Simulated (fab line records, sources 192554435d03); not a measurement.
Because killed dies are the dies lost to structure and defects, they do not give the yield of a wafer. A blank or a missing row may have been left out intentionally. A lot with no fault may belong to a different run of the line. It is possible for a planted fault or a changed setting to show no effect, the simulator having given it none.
Split-lot study | flow n5Finfet | 7 lots, 39 wafers read, on a route of 1938 steps

## THE SPLIT
At N5_BEOL_M15_ILD_DEP_00 (deposits SiO2 from TEOS/O2, target thk 1629.3 nm, time 346.1 s), the setting timeS was moved away from the recipe's 346.1 s on 18 of the 39 wafers read, by -40.9% to +36.3%. For the rest of the wafers, this setting stayed at what the recipe calls for.

The file shows no step between the split and the reading.

## THE READING
At N5_BEOL_M15_THK_MEAS_01: M15_ILD_THK, given in nm. On this fab line, fault-free wafers typically give 1625 nm with a standard deviation of 27 nm.

wafer  | tool, chamber at the split | timeS as run, s | against the recipe | M15_ILD_THK, nm | against lot-mates on the recipe
L083.1 | pecvd-03, 2                | 346.1           | recipe             | 1621            | -
L083.2 | pecvd-03, 1                | 346.1           | recipe             | 1591            | -
L083.3 | pecvd-03, 0                | 204.7           | -40.9%             | 965             | -651
L083.4 | pecvd-03, 2                | 346.1           | recipe             | 1635            | -
L083.5 | pecvd-03, 0                | 204.7           | -40.9%             | 1001            | -615
L083.6 | pecvd-03, 1                | 204.7           | -40.9%             | 932             | -684
L084.1 | pecvd-04, 1                | 346.1           | recipe             | 1603            | -
L084.2 | pecvd-04, 2                | 471.7           | +36.3%             | 2218            | +616
L084.3 | pecvd-04, 0                | 471.7           | +36.3%             | 2166            | +564
L084.4 | pecvd-04, 1                | 346.1           | recipe             | 1610            | -
L084.5 | pecvd-04, 2                | 471.7           | +36.3%             | 2253            | +651
L084.6 | pecvd-04, 0                | 346.1           | recipe             | 1592            | -
L087.1 | pecvd-02, 1                | 346.1           | recipe             | 1625            | -
L087.2 | pecvd-02, 0                | 346.1           | recipe             | 1624            | -
L087.4 | pecvd-02, 0                | 346.1           | recipe             | 1641            | -
L086.1 | pecvd-04, 1                | 229.3           | -33.7%             | 1035            | -597
L086.2 | pecvd-04, 2                | 346.1           | recipe             | 1670            | -
L086.3 | pecvd-04, 0                | 346.1           | recipe             | 1603            | -
L086.4 | pecvd-04, 2                | 229.3           | -33.7%             | 1115            | -517
L086.5 | pecvd-04, 0                | 229.3           | -33.7%             | 1069            | -563
L086.6 | pecvd-04, 1                | 346.1           | recipe             | 1624            | -
L091.1 | pecvd-03, 2                | 346.1           | recipe             | 1587            | -
L091.2 | pecvd-03, 1                | 346.1           | recipe             | 1619            | -
L091.3 | pecvd-03, 0                | 457.6           | +32.2%             | 2142            | +520
L091.4 | pecvd-03, 0                | 346.1           | recipe             | 1661            | -
L091.5 | pecvd-03, 1                | 457.6           | +32.2%             | 2171            | +549
L091.6 | pecvd-03, 2                | 457.6           | +32.2%             | 2125            | +503
L092.1 | pecvd-02, 1                | 346.1           | recipe             | 1613            | -
L092.2 | pecvd-02, 0                | 288.2           | -16.7%             | 1347            | -296
L092.3 | pecvd-02, 2                | 288.2           | -16.7%             | 1368            | -275
L092.4 | pecvd-02, 0                | 288.2           | -16.7%             | 1373            | -270
L092.5 | pecvd-02, 1                | 346.1           | recipe             | 1646            | -
L092.6 | pecvd-02, 2                | 346.1           | recipe             | 1670            | -
L097.1 | pecvd-03, 2                | 346.1           | recipe             | 1628            | -
L097.2 | pecvd-03, 0                | 409.9           | +18.4%             | 1915            | +290
L097.3 | pecvd-03, 1                | 409.9           | +18.4%             | 1906            | +281
L097.4 | pecvd-03, 1                | 346.1           | recipe             | 1630            | -
L097.5 | pecvd-03, 2                | 346.1           | recipe             | 1616            | -
L097.6 | pecvd-03, 0                | 409.9           | +18.4%             | 1949            | +324

FIT RESULTS
A straight line over all 39 wafers: M15_ILD_THK changes by +16.2 nm for each +1% of timeS; r = +1.00; the points scatter about the line by 25 nm.
The same after taking each lot's own level away (the mean of its wafers on the recipe; 39 wafers): +16.4 nm for each +1%; r = +1.00; scatter 25 nm.
According to that fit, moving timeS by its largest amount changes the reading by 6.7e+02 nm.
The span of the lots' own levels, 1601.7 to 1643.0 nm, comes to 1.5 times the standard deviation stated above.
So the lot-to-lot level changes the slope little: the two slopes agree.
Check: for one of the wafers moved furthest among these (-40.9%), held out of the fit, the line's prediction against its lot-mates is -670 nm. Against them it came out at -651 nm.

## THE WHOLE CHAIN: every reading that the file lists as answering this split, in the file's order
step                    | what it does                                                   | reading                                                                            | change (the file's fit)              | r (the file's)
N5_BEOL_M15_ILD_DEP_00  | deposits SiO2 from TEOS/O2, target thk 1629.3 nm, time 346.1 s | SiO2_of_BEOL_M15_ILD_DEP_00.thkNm (the simulator's own value, which no gauge read) | +16.4 nm for each +1% of the setting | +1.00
N5_BEOL_M15_THK_MEAS_01 |                                                                | M15_ILD_THK                                                                        | +16.4 for each +1% of the setting    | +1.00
N5_BEOL_M15_VIA_ETCH_16 | etches SiO2 in C4F8/O2/Ar, target depth 1792.2 nm              | etch.depthNm (the simulator's own value, which no gauge read)                      | +16.4 nm for each +1% of the setting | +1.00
N5_BEOL_M15_VIA_ETCH_16 | etches SiO2 in C4F8/O2/Ar, target depth 1792.2 nm              | coat_of_BEOL_M15_COAT_04.thkNm (the simulator's own value, which no gauge read)    | -4.13 nm for each +1% of the setting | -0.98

## FILE'S OWN FIT
M15_ILD_THK changes by +16.4 nm for each +1% of timeS, r = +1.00.
